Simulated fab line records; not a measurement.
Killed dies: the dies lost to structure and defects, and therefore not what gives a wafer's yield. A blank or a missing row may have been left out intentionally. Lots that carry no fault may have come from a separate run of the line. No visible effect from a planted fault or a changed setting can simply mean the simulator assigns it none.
The tool behind it: which one?	flow n5-finfet	28 wafers from 10 lots sampled at 6 of the route's 1938 steps

== WHAT THE GAUGES READ, wafer by wafer ==
N5_MOL_CONTACT_COAG_INSPECT_97: inspects for defects (darkfield).
lot	measured	on	raw-defect-count
L173	day 6 10:22	defect-inspect-01	45 33 30
L174	day 6 13:25	defect-inspect-02	46 33 24
L176	day 7 02:14	defect-inspect-02	51 67 43
L177	day 7 10:11	defect-inspect-02	50 67 41
L179	day 8 01:06	defect-inspect-02	43 35 29
L181	day 8 11:06	defect-inspect-02	53 31
L183	day 8 21:39	defect-inspect-02	31 24 40
L184	day 9 05:28	defect-inspect-01	760 744 759
L186	day 9 17:02	defect-inspect-02	778 698 764
L192	day 11 05:56	defect-inspect-02	20 35

N5_BEOL_M4_RC_MEAS_101.
lot	measured	on	DIBL_N (mV/V)	DIBL_P (mV/V)	IOFF_N (nA/um)	IOFF_P (nA/um)	ION_N (uA/um)	ION_P (uA/um)	SS_N (mV/dec)	SS_P (mV/dec)	VT_N (mV)	VT_P (mV)
L173	day 9 03:50	prober-01	37.2 39.2 38.7	35.6 36.4 36.8	0.17 0.20 0.18	0.23 0.25 0.26	688 681 688	472 459 473	71.7 72.3 72.6	74.1 73.8 73.2	249 247 249	-251.1 -249.6 -251.2
L174	day 9 06:07	prober-02	36.2 34.6 37.3	37.4 35.8 39.0	0.16 0.13 0.19	0.21 0.18 0.23	679 671 688	463 466 467	71.7 71.1 72.2	73.2 72.5 74.0	249 256 250	-253.5 -253.8 -251.7
L176	day 9 07:47	prober-02	32.3 34.5 37.8	30.4 33.9 38.5	0.09 0.12 0.17	0.14 0.18 0.25	653 666 672	459 465 467	70.1 71.4 71.9	71.2 73.0 73.8	257 251 248	-253.7 -250.1 -247.8
L177	day 10 17:14	prober-02	38.9 35.9 36.7	40.1 37.6 38.4	0.20 0.15 0.16	0.21 0.18 0.19	675 673 670	456 453 452	72.3 71.5 72.0	73.5 72.7 72.8	250 252 252	-253.0 -254.6 -253.3
L179	day 10 22:55	prober-02	34.5 36.6 36.0	33.9 35.8 35.6	0.13 0.16 0.16	0.19 0.22 0.21	677 685 683	467 462 465	71.6 72.0 71.9	73.5 73.9 73.1	249 246 247	-249.3 -250.9 -249.6
L181	day 11 16:26	prober-02	38.8 38.7	41.2 39.1	0.25 0.23	0.32 0.27	705 697	485 474	72.3 72.0	73.9 73.4	243 244	-243.5 -249.4
L183	day 12 04:50	prober-01	38.4 33.5 37.6	37.4 33.7 38.1	0.20 0.13 0.20	0.24 0.19 0.26	668 669 702	460 463 478	72.1 70.5 71.5	74.1 73.0 74.3	250 251 245	-247.2 -248.7 -247.0
L184	day 12 21:02	prober-02	38.7 37.1 38.4	38.7 37.5 39.5	0.22 0.20 0.22	0.25 0.23 0.27	690 690 697	463 469 469	72.0 71.7 72.0	74.1 72.8 74.3	246 246 242	-247.5 -248.3 -247.3
L186	day 13 11:09	prober-02	35.3 33.8 34.1	36.6 34.2 34.7	0.15 0.13 0.14	0.21 0.19 0.19	654 668 674	456 469 473	71.2 69.8 70.5	73.1 71.9 71.9	252 254 251	-249.0 -251.1 -250.6
L192	day 14 01:16	prober-02	34.2 36.9	34.1 37.5	0.13 0.16	0.18 0.23	676 672	466 468	70.1 71.6	73.3 74.1	251 251	-251.3 -249.1

== WHAT TOOL EACH LOT RAN ON (gives the tool, then ch and the chambers of the sampled wafers, and finally the start) ==
lot	N5_MOL_CONTACT_COAG_STRIP_49	N5_MOL_CONTACT_COAG_CMP_52	N5_BEOL_M0_SAQP_ILD_DEP_01	N5_BEOL_M0_SAQP_PECVD_97
L173	plasma-asher-02 ch 1, day 6 06:25	cmp-03 ch 0,1, day 6 07:01	pecvd-01 ch 0,2, day 6 10:44	pecvd-04 ch 1, day 6 12:13
L174	plasma-asher-01 ch 0,1, day 6 09:17	cmp-02 ch 0,1,3, day 6 09:59	pecvd-04 ch 1,2, day 6 13:46	pecvd-04 ch 1,2, day 6 14:15
L176	plasma-asher-02 ch 0,1, day 6 22:16	cmp-03 ch 1,2, day 6 22:55	pecvd-02 ch 1,2, day 7 02:35	pecvd-02 ch 1,2, day 7 05:07
L177	plasma-asher-02 ch 0,1, day 7 06:13	cmp-03 ch 0,3, day 7 06:50	pecvd-01 ch 1,2, day 7 10:30	pecvd-01 ch 0,1,2, day 7 11:05
L179	plasma-asher-02 ch 0,1, day 7 21:08	cmp-03 ch 0,1,3, day 7 21:47	pecvd-01 ch 0,1, day 8 01:26	pecvd-02 ch 0,2, day 8 04:00
L181	plasma-asher-02 ch 0, day 8 07:06	cmp-02 ch 1,3, day 8 07:49	pecvd-02 ch 0, day 8 11:26	pecvd-04 ch 0, day 8 12:17
L183	plasma-asher-01 ch 0,1, day 8 17:14	cmp-02 ch 1,2,3, day 8 17:52	pecvd-04 ch 0,1,2, day 8 22:00	pecvd-04 ch 0,1,2, day 8 23:33
L184	plasma-asher-01 ch 0,1, day 9 01:28	cmp-02 ch 1,2, day 9 02:06	pecvd-02 ch 0,1, day 9 05:49	pecvd-01 ch 0,1,2, day 9 06:52
L186	plasma-asher-01 ch 0,1, day 9 13:06	cmp-02 ch 1,2,3, day 9 13:44	pecvd-02 ch 0,1, day 9 17:24	pecvd-02 ch 0,2, day 9 22:28
L192	plasma-asher-01 ch 0,1, day 11 01:58	cmp-03 ch 1,3, day 11 02:34	pecvd-04 ch 1,2, day 11 06:17	pecvd-02 ch 0,1, day 11 06:32
- N5_MOL_CONTACT_COAG_STRIP_49: strips in N2/H2, time 30 s.
- N5_MOL_CONTACT_COAG_CMP_52: polishes, stops on SiO2, t overpolish 1.5 s, target thk 66.5 nm.
- N5_BEOL_M0_SAQP_ILD_DEP_01: deposits SiOC from DEMS/O2, target thk 45.419 nm, time 8.7 s.
- N5_BEOL_M0_SAQP_PECVD_97: deposits SiNx from SiH4/NH3/N2, target thk 23 nm, time 19.9 s.

== WHAT THE TOOLS THEMSELVES READ (means of the sampled wafers that have a number; where no wafer has one, the mark that the record gives instead) ==
N5_MOL_CONTACT_COAG_STRIP_49.
lot	tool	drypump-motor-current-A (A)	heater-power-w (W)
L173	plasma-asher-02	5.5	353
L174	plasma-asher-01	6.0	352
L176	plasma-asher-02	5.6	342
L177	plasma-asher-02	5.7	331
L179	plasma-asher-02	5.6	343
L181	plasma-asher-02	5.8	329
L183	plasma-asher-01	6.0	351
L184	plasma-asher-01	5.5	367
L186	plasma-asher-01	5.5	365
L192	plasma-asher-01	5.8	358

N5_MOL_CONTACT_COAG_CMP_52.
lot	tool	motor-current-A (A)	overpolish-run-s (s)	time-to-endpoint-s (s)
L173	cmp-03	11.3	1.503	20
L174	cmp-02	12.4	1.502	15
L176	cmp-03	12.6	1.496	15
L177	cmp-03	11.7	1.505	14
L179	cmp-03	11.4	1.504	18
L181	cmp-02	11.9	1.498	12
L183	cmp-02	12.2	1.500	14
L184	cmp-02	11.8	1.506	12
L186	cmp-02	11.9	1.503	17
L192	cmp-03	11.1	1.503	14

N5_BEOL_M0_SAQP_ILD_DEP_01.
lot	tool	heater-power-w (W)	showerhead-plenum-p-Torr (Torr)	throttle-valve-pct (%)
L173	pecvd-01	523	5.711	11.5
L174	pecvd-04	410	5.705	12.4
L176	pecvd-02	502	5.706	11.5
L177	pecvd-01	518	5.712	11.5
L179	pecvd-01	540	5.718	11.3
L181	pecvd-02	552	5.694	11.9
L183	pecvd-04	502	5.703	12.0
L184	pecvd-02	520	5.700	11.8
L186	pecvd-02	569	5.712	11.8
L192	pecvd-04	503	5.713	12.2

N5_BEOL_M0_SAQP_PECVD_97.
lot	tool	heater-power-w (W)	showerhead-plenum-p-Torr (Torr)	throttle-valve-pct (%)
L173	pecvd-04	512	5.20	42.4
L174	pecvd-04	533	5.20	41.0
L176	pecvd-02	588	5.20	38.7
L177	pecvd-01	574	5.22	38.1
L179	pecvd-02	544	5.17	39.2
L181	pecvd-04	685	5.16	39.3
L183	pecvd-04	534	5.19	40.0
L184	pecvd-01	580	5.22	38.1
L186	pecvd-02	601	5.16	39.6
L192	pecvd-02	653	5.19	39.5

== THE ANSWER, worked out from the rows above alone ==
Rule: the lots themselves supply what counts as usual. Put in order of their means at a reading, lots are off if they are a third of the lots or fewer, leave a main group of 4 or more, and stand apart from it by a gap of 3 or more times the standard deviation of the main group's means; of several such gaps the widest counts. A main group is skipped when, at the precision printed for the reading in the tables above, its means are all equal. A lot without any number at a reading at which 4 lots or more have one is off too. All remaining lots with rows at the step are treated as sound. First the gauges in route order, then the tools' own readings, where a lot's mean is used as printed above. The first step at which some lot is off is used, and at that step the reading that is off furthest; a lot without a number counts as furthest.
Off at N5_MOL_CONTACT_COAG_INSPECT_97 (raw-defect-count): L184, L186. Mean 39 and standard deviation 8.9 in the main group.
If a tool, at a process step before that reading, ran all the lots that are off and no sound lot after the first of them, it fits. Gauges at N5_MOL_CONTACT_COAG_INSPECT_97: tried the same way as those tools. One fits: cmp-02 at N5_MOL_CONTACT_COAG_CMP_52. A fault onset in the window from L183 (day 8 17:52, its last sound lot) to L184 (day 9 02:06, its first lot off) fits.

== WHAT THE SIMULATOR HAD PUT IN ==
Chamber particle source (cmp-02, N5_MOL_CONTACT_COAG_CMP_52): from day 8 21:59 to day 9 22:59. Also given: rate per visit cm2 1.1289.
Struck lots among those shown: L184, L186. The rule above reached the same finding.
